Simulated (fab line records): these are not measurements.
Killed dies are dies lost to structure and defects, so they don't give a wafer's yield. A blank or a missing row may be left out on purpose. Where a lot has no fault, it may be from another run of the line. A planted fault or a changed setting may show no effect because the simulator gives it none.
fab line records -- flow n5Finfet
record: lots: 11, wafers: 32, lastDay: 18
route steps=1938 shown ZERO_LAYER@4 WELL_APT@24 PMOS_HMC_CHANNEL_EPI@71 PASSIVATION@1936
lots untouched by any fault: they come from a run of this same line in which no faults occurred
startH: hours from the record's first day to the start of the lot's first wafer shown -- waitH: how many hours have passed since the lot's step before this one -- " identical to the entry in the row above -- L1.1+2: a single row standing in for several wafers -- - no value present, or no start provided -- * or withheld: withheld -- < > ~ a bound
route shown NAME@n: names a module that has steps shown in the file, with the first one's number in the route -- usual: mean and standard deviation over wafers with no fault -- same: alike in all rows -- chamber/n: place in a boat -- sites: per-site readings -- _std_site: their standard deviation -- _edge_site: the outer-site mean with the inner-site mean subtracted -- radiusMm: for every site, how far away it sits from the centre of the wafer -- mask NAME#n: copy n -- behind: tool/chamber where the wafer was last shaped -- hold: what put the lot on hold/how long, in hours/how the hold closed -- device: the transistor (n, p or np) that didn't switch -- end of line: the same wafers' tests at the end of the route -- for a step that has no rows: nothing shown but its recipe -- killed: dies that structure and defects cost at the first sort, which is not the same as the wafer's yield -- map: shows each die of a wafer: x if killed, . if not, _ if none is there
set.NAME: the run value of the setting; set.NAME@STEP: its run value at that earlier step -- model.NAME: the simulator's own value behind a step, which no gauge read
one table for each step of the route and one row for each wafer, over a sample of lots
services: from which hour (startH, from the record's first day; less than 0 if before it) a tool's chamber was out of use, for how many hours, and why
== steps ==
step: N5_ZERO_LAYER_PECVD_02
recipe: material: SiO2, targetThkA: 100, tempC: 400, precursor: SiH4/N2O, pressureTorr: 0.75, rfW: 275, timeS: 6
usual: heaterPowerW: 810/89, rfFwdPowerW: 272.7/0.9, showerheadPlenumPTorr: 8.13/0.08
lot.wafer,tool,chamber,startH,waitH,heaterPowerW,rfFwdPowerW,showerheadPlenumPTorr
L717.1,pecvd-02,1,24.28,0.0,766,272.5,8.21
L717.3,pecvd-02,2,24.28,0.0,927,271.6,8.08
L717.6,pecvd-02,2,24.28,0.0,931,272.5,8.08
L719.2,pecvd-02,2,36.28,0.0,911,271.9,8.07
L719.3,pecvd-02,0,36.28,0.0,816,273.7,8.20
L719.5,pecvd-02,2,36.28,0.0,897,273.2,8.07
L720.1,pecvd-04,1,42.28,0.0,800,272.4,8.01
L720.5,pecvd-04,1,42.28,0.0,814,273.0,7.97
L720.6,pecvd-04,2,42.28,0.0,905,272.3,8.11
L721.1,pecvd-02,1,48.28,0.0,699,273.1,8.20
L721.3,pecvd-02,0,48.28,0.0,742,274.0,8.18
L721.5,pecvd-02,2,48.28,0.0,937,272.1,8.09
L722.1,pecvd-01,2,54.28,0.0,830,273.2,8.31
L722.2,pecvd-01,0,54.28,0.0,717,272.0,8.14
L722.4,pecvd-01,1,54.28,0.0,794,272.0,8.11
L724.1,pecvd-01,0,66.28,0.0,703,272.3,8.12
L724.5,pecvd-01,2,66.28,0.0,811,272.3,8.31
L724.6,pecvd-01,0,66.28,0.0,715,273.4,8.12
L731.3,pecvd-02,2,108.28,0.0,912,271.4,8.07
L731.4,pecvd-02,0,108.28,0.0,733,275.0,8.18
L731.6,pecvd-02,1,108.28,0.0,754,271.6,8.20
L733.2,pecvd-04,2,120.30,0.0,854,272.4,8.10
L733.5,pecvd-04,2,120.30,0.0,847,272.6,8.11
L736.2,pecvd-02,1,138.28,0.0,659,273.4,8.22
L736.5,pecvd-02,2,138.28,0.0,834,272.0,8.09
L736.6,pecvd-02,0,138.28,0.0,780,274.5,8.18
L737.4,pecvd-01,2,144.31,0.1,835,272.1,8.28
L737.5,pecvd-01,0,144.31,0.1,627,271.0,8.14
L737.6,pecvd-01,1,144.31,0.1,825,272.2,8.12
L738.2,pecvd-02,1,150.28,0.0,667,273.0,8.21
L738.3,pecvd-02,2,150.28,0.0,892,271.8,8.07
L738.6,pecvd-02,1,150.28,0.0,656,272.7,8.21
step: N5_WELL_APT_EXPOSE_05
recipe: maskId: NWELL, na: 0.8, sourceShape: conventional, sigmaOuter: 0.8, polarization: unpolarized, defocusNm: 0, targetCdNm: 200, doseMj: 20.3
lot.wafer,tool,chamber,startH,waitH,mask
L717.1+3+6,krfScanner-01,0,25.39,-,NWELL#0
L719.2+3+5,krfScanner-02,0,37.39,-,NWELL#0
L720.1+5+6,krfScanner-02,0,43.53,-,NWELL#0
L721.1+3+5,krfScanner-01,0,50.08,-,NWELL#0
L722.1+2+4,krfScanner-01,0,55.86,-,NWELL#0
L724.1+5+6,krfScanner-02,0,67.70,-,NWELL#0
L731.3+4+6,krfScanner-01,0,109.40,-,NWELL#0
L733.2+5,krfScanner-01,0,122.07,-,NWELL#0
L736.2+5+6,krfScanner-02,0,139.40,-,NWELL#0
L737.4+5+6,krfScanner-02,0,145.40,-,NWELL#0
L738.2+3+6,krfScanner-02,0,151.59,-,NWELL#0
step: N5_WELL_APT_CD_MEAS_08
recipe: targetCdNm: 200, landingEnergyEv: 500, detector: seInlens
usual: cdNm: 199.9/2.1
lot.wafer,tool,chamber,startH,waitH,cdNm
L717.1,cdSem-02,0,25.56,-,201.1
L717.3,cdSem-02,0,25.56,-,201.8
L717.6,cdSem-02,0,25.56,-,199.0
L719.2,cdSem-03,0,37.56,-,198.4
L719.3,cdSem-03,0,37.56,-,200.5
L719.5,cdSem-03,0,37.56,-,196.5
L720.1,cdSem-02,0,43.70,-,192.8
L720.5,cdSem-02,0,43.70,-,196.8
L720.6,cdSem-02,0,43.70,-,195.1
L721.1,cdSem-03,0,50.26,-,200.5
L721.3,cdSem-03,0,50.26,-,200.8
L721.5,cdSem-03,0,50.26,-,200.6
L722.1,cdSem-02,0,56.03,-,200.7
L722.2,cdSem-02,0,56.03,-,198.7
L722.4,cdSem-02,0,56.03,-,200.9
L724.1,cdSem-03,0,67.87,-,192.5
L724.5,cdSem-03,0,67.87,-,198.6
L724.6,cdSem-03,0,67.87,-,192.5
L731.3,cdSem-03,0,109.56,-,197.2
L731.4,cdSem-03,0,109.56,-,198.5
L731.6,cdSem-03,0,109.56,-,200.0
L733.2,cdSem-02,0,122.24,-,196.6
L733.5,cdSem-02,0,122.24,-,193.9
L736.2,cdSem-02,0,139.57,-,199.2
L736.5,cdSem-02,0,139.57,-,197.2
L736.6,cdSem-02,0,139.57,-,201.0
L737.4,cdSem-02,0,145.56,-,200.6
L737.5,cdSem-02,0,145.56,-,201.5
L737.6,cdSem-02,0,145.56,-,201.1
L738.2,cdSem-03,0,151.76,-,201.1
L738.3,cdSem-03,0,151.76,-,197.3
L738.6,cdSem-03,0,151.76,-,200.5
step: N5_WELL_APT_DESCUM_30
recipe: chemistry: O2, timeS: 7.9, sourcePowerW: 50, biasPowerW: 20, pressureMtorr: 20, rfFrequencyHz: 2.712e+07, tempC: 40, o2FlowSccm: 225
usual: drypumpMotorCurrentA: 6.0/0.42, o2FlowSccm: 225.0/0.74, oesProductAu: 0.78/0.081, rfFwdPowerW: 49.70/0.18, rfVppV: 243.3/1.4, showerheadPlenumPTorr: 2.10/0.07, throttleValvePct: 20.37/0.18
lot.wafer,tool,chamber,startH,waitH,drypumpMotorCurrentA,o2FlowSccm,oesProductAu,rfFwdPowerW,rfHoursCounterH,rfVppV,showerheadPlenumPTorr,throttleValvePct
L717.1,rieDiel-02,0,27.15,0.0,5.8,225.0,0.77,49.83,124,243.0,2.03,20.34
L717.3,rieDiel-02,2,27.15,0.0,5.9,224.7,0.74,49.55,186,242.5,2.07,20.32
L717.6,rieDiel-02,0,27.15,0.0,5.8,224.6,0.76,49.90,-,242.5,2.03,20.32
L719.2,rieDiel-02,1,38.81,0.0,6.3,225.1,0.91,49.63,22,244.6,2.14,20.38
L719.3,rieDiel-02,0,38.81,0.0,5.8,224.4,0.77,49.58,129,242.5,2.03,20.32
L719.5,rieDiel-02,1,38.81,0.0,6.3,224.8,0.91,49.72,-,245.8,2.14,20.37
L720.1,rieDiel-06,2,44.95,0.1,4.9,223.8,0.76,49.61,158,243.9,2.11,20.48
L720.5,rieDiel-06,2,44.95,0.1,4.9,223.9,0.77,49.55,-,243.3,2.11,20.48
L720.6,rieDiel-06,1,44.95,0.1,5.8,224.4,0.89,49.44,-,242.0,2.06,20.16
L721.1,rieDiel-04,2,51.59,0.0,6.0,225.2,0.91,50.09,26,244.8,2.21,20.24
L721.3,rieDiel-04,3,51.59,0.0,5.8,225.6,0.71,49.85,202,242.9,2.00,20.16
L721.5,rieDiel-04,1,51.59,0.0,5.8,225.6,0.72,49.84,-,242.4,2.15,20.42
L722.1,rieDiel-04,3,57.43,0.1,5.8,225.9,0.72,49.72,206,242.4,1.99,20.16
L722.2,rieDiel-04,1,57.43,0.1,5.8,225.4,0.72,50.03,209,243.5,2.15,20.43
L722.4,rieDiel-04,3,57.43,0.1,5.8,225.3,0.72,49.51,-,241.6,1.99,20.16
L724.1,rieDiel-04,1,69.42,0.0,5.8,224.4,0.71,50.09,214,244.5,2.15,20.42
L724.5,rieDiel-04,3,69.42,0.0,5.8,225.7,0.71,49.50,-,241.4,1.99,20.17
L724.6,rieDiel-04,0,69.42,0.0,5.9,224.3,0.99,49.75,-,244.6,2.22,20.44
L731.3,rieDiel-02,3,110.85,0.1,6.8,225.3,0.70,49.76,210,243.7,2.06,20.79
L731.4,rieDiel-02,1,110.85,0.1,6.4,224.1,0.85,49.88,49,243.5,2.13,20.43
L731.6,rieDiel-02,0,110.85,0.1,5.8,225.9,0.73,49.91,-,242.8,2.02,20.37
L733.2,rieDiel-04,0,123.47,0.0,5.9,224.4,0.93,49.85,16,244.3,2.22,20.48
L733.5,rieDiel-04,2,123.47,0.0,6.0,225.0,0.87,49.71,-,246.6,2.20,20.25
L736.2,rieDiel-06,0,141.33,0.0,6.4,224.6,0.76,49.30,114,243.0,2.10,20.14
L736.5,rieDiel-06,2,141.33,0.0,4.9,225.4,0.73,49.45,-,243.7,2.09,20.52
L736.6,rieDiel-06,1,141.33,0.0,5.8,224.9,0.84,49.42,-,241.5,2.05,20.23
L737.4,rieDiel-06,0,146.84,0.1,6.4,224.8,0.75,49.50,-,243.5,2.10,20.13
L737.5,rieDiel-06,1,146.84,0.1,5.8,225.0,0.82,49.58,-,243.1,2.04,20.24
L737.6,rieDiel-06,2,146.84,0.1,4.9,224.8,0.73,49.75,-,243.3,2.09,20.54
L738.2,rieDiel-04,1,153.26,0.0,5.8,224.5,0.70,49.64,243,243.3,2.14,20.46
L738.3,rieDiel-04,3,153.26,0.0,5.8,226.7,0.69,49.58,237,240.9,1.98,20.21
L738.6,rieDiel-04,1,153.26,0.0,5.8,224.9,0.70,49.78,-,244.4,2.14,20.48
step: N5_PMOS_HMC_CHANNEL_EPI_STRIP_33
recipe: chemistry: N2/H2, powerW: 500, tempC: 40, pressureMtorr: 50, rfFrequencyHz: 6e+07, overashFraction: 0.3, biasPowerW: 8, h2Frac: 0.5, n2FlowSccm: 300, h2FlowSccm: 300
usual: drypumpMotorCurrentA: 5.8/0.47, oesProductAu: 0.80/0.095, rfVppV: 54.1/1.7, showerheadPlenumPTorr: 3.36/0.088, throttleValvePct: 18.8/0.43
lot.wafer,tool,chamber,startH,waitH,drypumpMotorCurrentA,oesProductAu,rfHoursCounterH,rfVppV,showerheadPlenumPTorr,throttleValvePct
L717.1,rieDiel-03,3,29.58,0.0,6.5,0.68,246,54.1,3.17,19.0
L717.3,rieDiel-03,1,29.58,0.0,6.6,0.81,110,55.6,3.36,18.6
L717.6,rieDiel-03,2,29.58,0.0,5.8,0.85,-,57.3,3.41,18.4
L719.2,rieDiel-03,0,41.31,0.0,6.0,0.90,19,52.7,3.43,19.6
L719.3,rieDiel-03,2,41.31,0.0,5.8,0.83,64,51.5,3.41,18.3
L719.5,rieDiel-03,0,41.31,0.0,6.0,0.92,-,55.2,3.43,19.7
L720.1,rieDiel-01,1,47.41,0.0,5.4,0.68,253,55.7,3.30,18.4
L720.5,rieDiel-01,2,47.41,0.0,5.3,0.71,-,50.9,3.26,18.5
L720.6,rieDiel-01,3,47.41,0.0,6.1,0.98,-,54.0,3.43,18.8
L721.1,rieDiel-03,1,54.09,0.0,6.6,0.80,117,51.6,3.35,18.6
L721.3,rieDiel-03,2,54.09,0.0,5.8,0.82,68,55.7,3.41,18.4
L721.5,rieDiel-03,0,54.09,0.0,6.0,0.91,-,52.6,3.43,19.7
L722.1,rieDiel-03,0,59.61,0.0,6.0,0.91,25,54.4,3.43,19.7
L722.2,rieDiel-03,2,59.61,0.0,5.8,0.83,71,55.0,3.41,18.4
L722.4,rieDiel-03,2,59.61,0.0,5.8,0.84,-,51.8,3.41,18.4
L724.1,rieDiel-03,1,72.37,0.0,6.6,0.79,123,54.5,3.35,18.6
L724.5,rieDiel-03,0,72.37,0.0,6.0,0.90,-,55.5,3.43,19.7
L724.6,rieDiel-03,2,72.37,0.0,5.8,0.83,-,53.4,3.41,18.4
L731.3,rieDiel-03,0,113.43,0.0,6.0,0.88,41,55.5,3.42,19.7
L731.4,rieDiel-03,1,113.43,0.0,6.6,0.78,136,53.9,3.34,18.6
L731.6,rieDiel-03,1,113.43,0.0,6.6,0.79,-,55.2,3.34,18.6
L733.2,rieDiel-01,1,125.79,0.0,5.4,0.93,12,54.3,3.29,17.9
L733.5,rieDiel-01,3,125.79,0.0,6.0,0.88,-,56.0,3.41,18.8
L736.2,rieDiel-05,1,143.67,0.0,6.0,0.66,236,56.0,3.43,18.5
L736.5,rieDiel-05,2,143.67,0.0,5.1,0.87,-,52.8,3.26,18.8
L736.6,rieDiel-05,1,143.67,0.0,6.0,0.68,-,54.5,3.43,18.4
L737.4,rieDiel-05,2,149.17,0.0,5.1,0.86,59,55.4,3.25,18.8
L737.5,rieDiel-05,2,149.17,0.0,5.0,0.85,-,53.5,3.25,18.8
L737.6,rieDiel-05,3,149.17,0.0,5.8,0.73,-,55.7,3.48,19.2
L738.2,rieDiel-03,0,155.80,0.0,6.0,0.85,52,55.5,3.41,19.7
L738.3,rieDiel-03,2,155.80,0.0,5.8,0.79,100,53.2,3.39,18.4
L738.6,rieDiel-03,3,155.80,0.0,6.5,0.92,-,56.6,3.56,18.7
step: N5_PASSIVATION_PROBE_49
usual: killed_at_M0_to_M3: 32/11, killed_at_M4_up: 12/4.4, killedAtContacts: 13/6.1, killedAtFrontEnd: 39/12, killedAtOther: 3.9/3, killedDies: 100/17, killedOpen: 66/12, killedShort: 33/7.4
same: grossDies: 1180, killedAtBackSide: 0
lot.wafer,tool,chamber,startH,waitH,killed_at_M0_to_M3,killed_at_M4_up,killedAtContacts,killedAtFrontEnd,killedAtOther,killedDies,killedOpen,killedShort
L717.1,prober-01,-,308.97,0.0,31,21,4,30,4,90,60,30
L717.3,prober-01,-,309.07,0.1,26,12,14,44,7,103,67,33
L717.6,prober-01,-,309.22,0.3,28,17,16,33,0,94,67,27
L721.1,prober-01,-,327.16,0.0,17,12,19,45,3,96,64,25
L721.3,prober-01,-,327.26,0.1,36,16,8,36,5,101,65,36
L721.5,prober-01,-,327.36,0.2,26,14,15,49,4,108,69,39
killed by level:class
L717.1 BEOL_M4:geometricParticle:open=10 BEOL_M2:geometricParticle:open=9 GATE_CUT:geometricParticle:short=8 BEOL_M0_SAQP:geometricParticle:short=6 FIN_SAQP:geometricParticle:open=5 BEOL_M1:geometricParticle:open=5 ILD0:geometricParticle:short=4 BEOL_M0_SAQP:geometricParticle:open=4
L717.3 STI_FIN_REVEAL:geometricParticle:open=11 MOL_CONTACT_COAG:geometricParticle:open=11 BEOL_M1:geometricParticle:open=8 BEOL_M2:geometricParticle:open=7 FIN_SAQP:geometricParticle:short=5 DUMMY_GATE:geometricParticle:open=5 BEOL_M1:geometricParticle:short=5 ILD0:geometricParticle:open=4
L717.6 MOL_CONTACT_COAG:geometricParticle:open=13 BEOL_M1:geometricParticle:open=11 FIN_SAQP:geometricParticle:short=9 BEOL_M4:geometricParticle:open=6 FIN_SAQP:geometricParticle:open=5 STI_FIN_REVEAL:geometricParticle:open=5 BEOL_M0_SAQP:geometricParticle:open=5 BEOL_M2:geometricParticle:open=5
L721.1 MOL_CONTACT_COAG:geometricParticle:open=16 STI_FIN_REVEAL:geometricParticle:open=15 STI_FIN_REVEAL:geometricParticle:short=6 BEOL_M4:geometricParticle:open=6 HKMG_FIN:areaEtch=6 BEOL_M0_SAQP:geometricParticle:open=4 FIN_SAQP:geometricParticle:short=4 GATE_CUT:geometricParticle:short=4
L721.3 BEOL_M0:geometricParticle:open=14 GATE_CUT:geometricParticle:short=9 BEOL_M4:geometricParticle:open=8 STI_FIN_REVEAL:geometricParticle:open=7 BEOL_M1:geometricParticle:open=6 MOL_CONTACT_COAG:geometricParticle:open=5 FIN_SAQP:geometricParticle:short=4 BEOL_M3:geometricParticle:open=4
L721.5 STI_FIN_REVEAL:geometricParticle:open=15 FIN_SAQP:geometricParticle:short=13 MOL_CONTACT_COAG:geometricParticle:open=12 BEOL_M0_SAQP:geometricParticle:short=8 BEOL_M0_SAQP:geometricParticle:open=8 BEOL_M4:geometricParticle:open=8 GATE_CUT:geometricParticle:short=6 FIN_SAQP:geometricParticle:open=4
== services ==
tool,chamber,startH,hours,kind
krfScanner-01,-,5.52,0.8,pm
pecvd-02,-,6.03,2.8,pm
pecvd-01,-,8.06,0.9,repair
krfScanner-01,-,11.10,0.9,repair
rieDiel-02,2,21.76,3.5,repair
rieDiel-06,-,25.96,1.4,repair
krfScanner-01,-,29.41,4.0,pm
krfScanner-01,-,36.81,1.0,pm
krfScanner-01,-,37.88,2.9,repair
pecvd-01,2,40.76,13.3,repair
rieDiel-02,2,45.24,3.8,repair
krfScanner-02,-,48.21,7.2,pm
krfScanner-02,-,55.41,1.0,pm
rieDiel-06,0,56.88,6.4,repair
rieDiel-04,-,59.92,0.3,repair
krfScanner-01,-,63.63,5.6,repair
rieDiel-03,0,77.97,4.1,repair
krfScanner-02,-,83.32,1.3,pm
krfScanner-01,-,101.29,0.8,repair
krfScanner-01,-,114.31,4.4,pm
krfScanner-02,-,126.32,0.8,pm
rieDiel-03,-,134.45,2.8,pm
krfScanner-02,-,135.78,0.5,repair
rieDiel-04,-,137.64,1.0,repair
== key ==
firstSign: step: N5_WELL_APT_CD_MEAS_08, reading: cdNm, direction: down, sigmas: 3.1, usual: 199.9, struck: 193.2
effect none on later readings
metAt N5_WELL_APT_EXPOSE_05
struckLots L720,L724
struckWafers L720.1,L720.6,L724.1,L724.6
testerLeftOut L720,L724
notActingAt N5_ZERO_LAYER_PECVD_02,N5_WELL_APT_DESCUM_30,N5_PMOS_HMC_CHANNEL_EPI_STRIP_33
onsetBetween 37.39 43.53
fault: kind: processParameterDrift, tool: krfScanner-02, chamber: -, onsetH: 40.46, steps: N5_WELL_APT_EXPOSE_05, channel: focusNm, offset: 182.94, shape: step, endH: 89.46, scope: struckWafersOnly
testerLeftOut: of these lots the tester's yield and bins aren't shown, on N5 and GAA mostly nor the transistor test; their killed dies are dies lost to structure and defects alone, not to doping, threshold or leakage, so they don't give the yield
